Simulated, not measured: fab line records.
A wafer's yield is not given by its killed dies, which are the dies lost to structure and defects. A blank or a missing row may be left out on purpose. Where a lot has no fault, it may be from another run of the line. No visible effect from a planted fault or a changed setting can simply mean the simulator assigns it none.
Matching of chambers / flow n5-finfet / 4 sister chambers for N5_BEOL_M1_STRIP_66 on rie-diel-01
The step strips in CF4. 4 wafers are shown with their chamber, then 7 later ones without.

## WAFERS, EACH WITH ITS CHAMBER
wafer=L082.6; chamber=3; showerhead-plenum-p-Torr (Torr)=1.74
wafer=L083.4; chamber=1; showerhead-plenum-p-Torr (Torr)=1.73
wafer=L093.3; chamber=2; showerhead-plenum-p-Torr (Torr)=1.75
wafer=L093.4; chamber=0; showerhead-plenum-p-Torr (Torr)=1.86

## WAFERS WHOSE CHAMBER IS MISSING
wafer=L093.6; showerhead-plenum-p-Torr (Torr)=1.75
wafer=L094.1; showerhead-plenum-p-Torr (Torr)=1.86
wafer=L094.4; showerhead-plenum-p-Torr (Torr)=1.72
wafer=L094.6; showerhead-plenum-p-Torr (Torr)=1.86
wafer=L097.2; showerhead-plenum-p-Torr (Torr)=1.72
wafer=L097.3; showerhead-plenum-p-Torr (Torr)=1.86
wafer=L097.6; showerhead-plenum-p-Torr (Torr)=1.73

## WHICH CHAMBER EACH ONE RAN IN
wafer=L093.6; from the rows above=can't be placed: 2 or 3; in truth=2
wafer=L094.1; from the rows above=0; in truth=0
wafer=L094.4; from the rows above=can't be placed: 1 or 3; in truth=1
wafer=L094.6; from the rows above=0; in truth=0
wafer=L097.2; from the rows above=can't be placed: 1 or 3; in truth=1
wafer=L097.3; from the rows above=0; in truth=0
wafer=L097.6; from the rows above=can't be placed: 1 or 3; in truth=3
Correct placement for 3 of the 7. Unplaceable from these rows: 4, with the true chamber sitting among the candidates in 4. Placed wrongly: 0.
How it was worked out, from the rows above alone: a wafer's distance from a chamber is the root of the sum, over the readings, of the square of ((its reading less the chamber's mean) divided by the reading's scatter). If the next closest chamber is less than 2 further off than the closest, the wafer can't be placed; otherwise it belongs to the closest. Each chamber's mean is taken over the wafers shown for it. The scatter: root of mean squared gap, hidden wafer to nearest shown wafer, with one shown wafer a chamber.
